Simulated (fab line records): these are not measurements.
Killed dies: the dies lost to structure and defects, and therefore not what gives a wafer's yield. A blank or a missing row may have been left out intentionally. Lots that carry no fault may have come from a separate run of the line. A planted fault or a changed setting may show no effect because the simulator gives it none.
Comparing a struck lot with a sound one + flow nand-harc + 14 out of 1159 route steps
Sound: these wafers, L478.3, L478.4, L478.5. Struck: wafer L491.3. (L491.5, L491.6 of the same lot were not struck and are left out.) The cause comes at the end.
Order at every step that has rows: each side's tool, ch and its chambers, its first start. Under that, the readings that differ: sound wafers + struck wafers + difference of the means + sigmas: that difference in standard deviations of wafers without a fault.
alike: readings whose means differ by less than 2 such deviations, and words and numbers that are the same on both sides. not compared: withheld readings, readings that some wafer has no value for, bounds like >300 that may hide the same value, and numbers for which the record gives no deviation and whose values overlap.
A row with sigmas, a row that says differs or no value, or rows on one side alone: a step with any of these is where the two part. Numbers that don't overlap but have no deviation are shown without sigmas and don't part them. Lack of a reading on every wafer of one side parts them only where that side has two or more wafers.

first, 5 steps without rows for these wafers: NHARC_A_STAIRCASE_EBR_213; NHARC_A_STAIRCASE_EXPOSE_214 (exposes mask STAIR 3); NHARC_A_STAIRCASE_PEB_215 (peb time 130 s); NHARC_A_STAIRCASE_DEVELOP_216 (time 140 s); NHARC_A_STAIRCASE_HARDBAKE_218 (time 140 s).
NHARC_A_STAIRCASE_DESCUM_219: chemistry O2, time 3 s.
  sound on rie-diel-03 ch 2,3, day 11 10:24; struck on rie-diel-03 ch 3, day 15 07:14
  alike: drypump-motor-current-A, oes-product-au, rf-vpp-V, showerhead-plenum-p-Torr, throttle-valve-pct
  not compared: rf-hours-counter-h
then, 1 step without rows for these wafers: NHARC_A_STAIRCASE_TRIM_220 (chemistry O2, time 211.2 s).
NHARC_A_STAIRCASE_ETCH_221: etches the open film in C4F8/O2, target depth 100 nm, time 40.5 s.
  sound on rie-diel-03 ch 2,3; struck on rie-diel-03 ch 2
  alike: oes-product-au, rf-vpp-V, run-length-s
  not compared: rf-hours-counter-h
NHARC_A_STAIRCASE_TRIM_222: chemistry O2, time 211.2 s.
  sound on rie-diel-03 ch 2,3; struck on rie-diel-03 ch 0
  alike: drypump-motor-current-A, oes-product-au, rf-vpp-V, showerhead-plenum-p-Torr, throttle-valve-pct
  not compared: rf-hours-counter-h
then, 1 step without rows for these wafers: NHARC_A_STAIRCASE_ETCH_223 (etches the open film in C4F8/O2, target depth 100 nm, time 40.5 s).
NHARC_A_STAIRCASE_TRIM_224: chemistry O2, time 211.2 s.
  sound on rie-diel-03 ch 2,3; struck on rie-diel-03 ch 0
  alike: drypump-motor-current-A, oes-product-au, rf-vpp-V, showerhead-plenum-p-Torr, throttle-valve-pct
  not compared: rf-hours-counter-h
NHARC_A_STAIRCASE_ETCH_225: etches the open film in C4F8/O2, target depth 100 nm, time 40.5 s.
  sound on rie-diel-03 ch 1,2,3, day 11 11:12; struck on rie-diel-03 ch 0, day 15 08:02
| reading          | sound          | struck | difference | sigmas |
|------------------|----------------|--------|------------|--------|
| run-length-s (s) | 61.8 62.5 61.2 | 51.6   | -10.2      | -28    |
  alike: oes-product-au, rf-vpp-V
  not compared: rf-hours-counter-h
NHARC_A_STAIRCASE_TRIM_226: chemistry O2, time 211.2 s.
  sound on rie-diel-03 ch 2,3; struck on rie-diel-03 ch 0
  alike: drypump-motor-current-A, oes-product-au, rf-vpp-V, showerhead-plenum-p-Torr, throttle-valve-pct
  not compared: rf-hours-counter-h
-- jump in the record: it breaks off in module A_STAIRCASE and resumes in module END (first step shown: number 1159 of the route), and 9 days separate the struck wafers' starts before and after --
NHARC_END_SORT_01:
  at this point the record logs the struck wafers (prober-01 ch 0, day 23 22:01) and has no rows for the sound ones

WHERE THEY PART
Last at NHARC_END_SORT_01 as far as this record goes, first at NHARC_A_STAIRCASE_ETCH_225.

WHY: what the simulator had put in
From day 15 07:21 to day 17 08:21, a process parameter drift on rie-diel-03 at NHARC_A_STAIRCASE_ETCH_225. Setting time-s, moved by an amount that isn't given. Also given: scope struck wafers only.
